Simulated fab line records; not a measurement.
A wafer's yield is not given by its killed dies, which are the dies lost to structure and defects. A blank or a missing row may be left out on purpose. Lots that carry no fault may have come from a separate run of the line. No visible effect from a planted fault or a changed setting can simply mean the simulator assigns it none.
Matching of chambers	flow nand-harc	3 sister chambers for NHARC_A_STAIRCASE_DEP_471 on pecvd-01
The step deposits SiO2, target thk 100 nm. 20 wafers are shown with their chamber, then 10 later ones without.

## WAFERS PAIRED WITH THEIR CHAMBERS
wafer	chamber	throttle-valve-pct (%)	heater-power-w (W)	chamber-pressure-Torr (Torr)
L075.3	1	14.7	470	6.530
L075.5	2	15.5	629	6.503
L075.6	1	14.7	460	6.491
L074.3	1	14.9	392	6.467
L074.4	2	15.6	536	6.498
L074.6	1	14.6	410	6.472
L077.2	0	16.2	561	6.516
L077.3	2	15.4	675	6.499
L077.4	0	16.0	592	6.487
L079.1	0	15.9	591	6.503
L079.5	0	16.1	637	6.496
L079.6	2	15.7	649	6.504
L078.2	0	16.0	535	6.497
L078.4	1	15.1	407	6.492
L078.5	2	15.6	615	6.494
L089.2	2	16.0	712	6.512
L089.3	1	15.0	487	6.504
L089.6	2	16.0	527	6.490
L088.1	0	16.3	515	6.480
L088.3	1	14.9	444	6.479

SIGNATURES, as means of the wafers listed above
reading	chamber 0	chamber 1	chamber 2	scatter within a chamber
throttle-valve-pct	16.083	14.843	15.686	0.193
heater-power-w	571.83	438.57	620.43	51.8
chamber-pressure-Torr	6.49650	6.49071	6.50000	0.0151
Rule: a wafer's distance from a chamber is the root of the sum, over the readings, of the square of ((its reading less the chamber's mean) divided by the reading's scatter). If the next closest chamber is less than 2 further off than the closest, the wafer can't be placed; otherwise it belongs to the closest. The scatter: take each reading less its chamber's mean, square it, sum over the shown wafers, divide by the number of wafers less the number of chambers, and take the root.

## WAFERS WITH NO CHAMBER GIVEN
wafer	throttle-valve-pct (%)	heater-power-w (W)	chamber-pressure-Torr (Torr)
L088.5	16.2	539	6.480
L091.2	15.8	655	6.496
L091.3	16.2	555	6.502
L091.4	16.3	570	6.496
L096.2	15.3	433	6.504
L096.3	15.7	528	6.521
L096.4	15.7	535	6.505
L095.2	15.2	690	6.496
L095.4	15.5	515	6.496
L095.6	15.1	688	6.502

## THE CHAMBER EACH PASSED THROUGH
wafer	from the rows above	in truth
L088.5	can't be placed: 0 or 2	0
L091.2	can't be placed: 2 or 0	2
L091.3	0	0
L091.4	0	0
L096.2	can't be placed: 1 or 2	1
L096.3	can't be placed: 2 or 0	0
L096.4	can't be placed: 2 or 0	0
L095.2	2	2
L095.4	can't be placed: 2 or 0 or 1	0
L095.6	can't be placed: 2 or 1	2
Correct placement for 3 of the 10. Can't be placed from these rows: 7 (the true chamber is among the candidates in 7). 0 placed wrongly.
